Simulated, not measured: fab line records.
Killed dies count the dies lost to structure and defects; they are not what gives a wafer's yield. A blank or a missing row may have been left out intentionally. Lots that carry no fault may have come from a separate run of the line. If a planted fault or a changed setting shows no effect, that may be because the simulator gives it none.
The same fault as seen by 3 desks -- flow n5Finfet -- each desk has only its own numbers; what lay behind them comes last

== FROM THE METROLOGY DESK ==
Means of the sampled wafers that have a number, per lot and without regard to the tool the lot ran on: this is what the gauges read. The brackets show how far a lot's mean lies from the usual mean; more than 4 standard deviations puts the lot out of limits, marked OUT.
Columns: A = cdNm at N5_BEOL_M9_CD_MEAS_11, usual 64.5 nm; B = cdNm at N5_BEOL_M9_CD_MEAS_18, usual 70.4 nm; C = cdNm at N5_BEOL_M9_CD_MEAS_35, usual 70.4 nm
lot,first seen here,A,B,C
L324,day 9 16:33,64.4,70.6,70.3
L325,day 10 00:19,65.1,70.9,70.8
L328,day 10 12:30,61.0 (-5.3) OUT,66.8 (-4.3) OUT,67.1 (-4.1) OUT
L330,day 11 11:27,61.5 (-4.5) OUT,68.2,68.7
L336,day 13 10:47,64.2,69.7,69.7
L339,day 13 12:45,63.9,69.8,69.8
L342,day 14 18:21,63.6,69.3,69.5
L341,day 14 18:53,64.6,69.9,69.9
L344,day 15 16:46,64.4,70.3,70.3
L346,day 15 21:29,64.5,71.0,70.5
This desk finds L328, L330 out of limits, L328 being first, at day 10 12:30 (cdNm at N5_BEOL_M9_CD_MEAS_11). Within limits: L324, L325, L336, L339, L342, L341, L344, L346.

== AT THE TOOL OWNER'S DESK: arfiScanner-02 ==
The tool's own readings at N5_BEOL_M9_EXPOSE_08 (exposes mask M9): means of the sampled wafers that have a number, for each lot that ran on this tool. The brackets show how far a lot's mean lies from the usual mean; more than 4 standard deviations puts the lot out of limits, marked OUT.
Columns: A = exposureDoseMJCm2 at N5_BEOL_M9_EXPOSE_08, usual 53.72
lot,first seen here,A
L324,day 9 16:25,53.74
L325,day 10 00:12,53.68
L328,day 10 12:23,50.73 (-55) OUT
L330,day 11 11:20,51.25 (-46) OUT
This desk finds L328, L330 out of limits, L328 being first, at day 10 12:23 (exposureDoseMJCm2 at N5_BEOL_M9_EXPOSE_08). Within limits: L324, L325.

== THE DEFECT DESK ==
Inspection counts along the route, by lot: the mean over sampled wafers that carry a number. The brackets show how far a lot's mean lies from the usual mean; more than 4 standard deviations puts the lot out of limits, marked OUT.
Columns: A = rawDefectCount at N5_BEOL_M9_INSPECT_13, usual 418
lot,first seen here,A
L324,day 9 16:36,408
L325,day 10 00:22,311
L328,day 10 12:34,510
L330,day 11 11:30,422
L336,day 13 10:50,352
L339,day 13 12:48,459
L342,day 14 18:25,381
L341,day 14 18:56,330
L344,day 15 16:49,414
L346,day 15 21:33,386
Result from this desk: across the 10 lots, nothing is out of limits.

== ALL TOGETHER ==
On L328, L330, at day 10 12:23, an alarm was possible from the tool owner's desk.
At day 10 12:30 the metrology desk could have sounded an alarm, on L328, L330.
The defect desk saw nothing out of limits.
The defect desk has L328, L330 on record, within its limits.
N5_BEOL_M9_EXPOSE_08 was run on arfiScanner-02 by each of the lots named.

== WHAT THE SIMULATOR HAD INSERTED ==
Process parameter drift: arfiScanner-02, from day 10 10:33 on, at N5_BEOL_M9_EXPOSE_08. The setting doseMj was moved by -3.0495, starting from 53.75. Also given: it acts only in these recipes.
Lots struck among those shown: L328, L330.
Fault start to first reading out of limits, in hours, per desk: tool owner, 2; metrology, 2.
